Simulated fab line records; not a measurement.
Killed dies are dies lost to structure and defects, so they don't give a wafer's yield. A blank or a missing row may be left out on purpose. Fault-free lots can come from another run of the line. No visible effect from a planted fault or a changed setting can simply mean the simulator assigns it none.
Matching of chambers / flow nand harc / NHARC_P_CONTACT_ALD_22 on ald metal-03: 4 sister chambers
The step deposits TiN, target thk 3 nm, pulse time 1 s, ald cycles 150. 8 wafers are shown with their chamber, then 7 later ones without.

WAFERS WITH THEIR CHAMBER
wafer=L345.2; chamber=2; heater power w (W)=1059; precursor pulse height rel=1.006
wafer=L348.1; chamber=0; heater power w (W)=972; precursor pulse height rel=0.985
wafer=L348.5; chamber=2; heater power w (W)=1037; precursor pulse height rel=1.003
wafer=L356.4; chamber=3; heater power w (W)=1014; precursor pulse height rel=0.984
wafer=L356.5; chamber=0; heater power w (W)=987; precursor pulse height rel=0.975
wafer=L356.6; chamber=1; heater power w (W)=1004; precursor pulse height rel=0.964
wafer=L359.3; chamber=3; heater power w (W)=1029; precursor pulse height rel=1.037
wafer=L359.4; chamber=1; heater power w (W)=1021; precursor pulse height rel=0.978

WAFERS WITH NO CHAMBER GIVEN
wafer=L359.6; heater power w (W)=1043; precursor pulse height rel=0.985
wafer=L360.1; heater power w (W)=1044; precursor pulse height rel=1.005
wafer=L360.2; heater power w (W)=1033; precursor pulse height rel=1.008
wafer=L360.3; heater power w (W)=1051; precursor pulse height rel=0.973
wafer=L363.2; heater power w (W)=962; precursor pulse height rel=0.995
wafer=L363.3; heater power w (W)=1062; precursor pulse height rel=1.002
wafer=L363.6; heater power w (W)=1010; precursor pulse height rel=0.966

THE CHAMBER EACH PASSED THROUGH
wafer=L359.6; from the rows above=can't be placed: 2 or 3 or 1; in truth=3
wafer=L360.1; from the rows above=can't be placed: 2 or 3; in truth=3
wafer=L360.2; from the rows above=can't be placed: 3 or 2 or 1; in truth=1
wafer=L360.3; from the rows above=can't be placed: 2 or 3 or 1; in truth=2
wafer=L363.2; from the rows above=0; in truth=0
wafer=L363.3; from the rows above=2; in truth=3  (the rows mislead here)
wafer=L363.6; from the rows above=1; in truth=1
Correct placement for 2 of the 7. These rows do not allow placing 4 (true chamber among the candidates in 4). Number placed wrongly: 1.
How it was worked out, from the rows above alone: a wafer's distance from a chamber is the root of the sum, over the readings, of the square of ((its reading less the chamber's mean) divided by the reading's scatter). The wafer belongs to the nearest chamber; if the next one is less than 2 further off, it can't be placed. A chamber's mean is the mean of its shown wafers. The scatter: take each reading less its chamber's mean, square it, sum over the shown wafers, divide by the number of wafers less the number of chambers, and take the root.
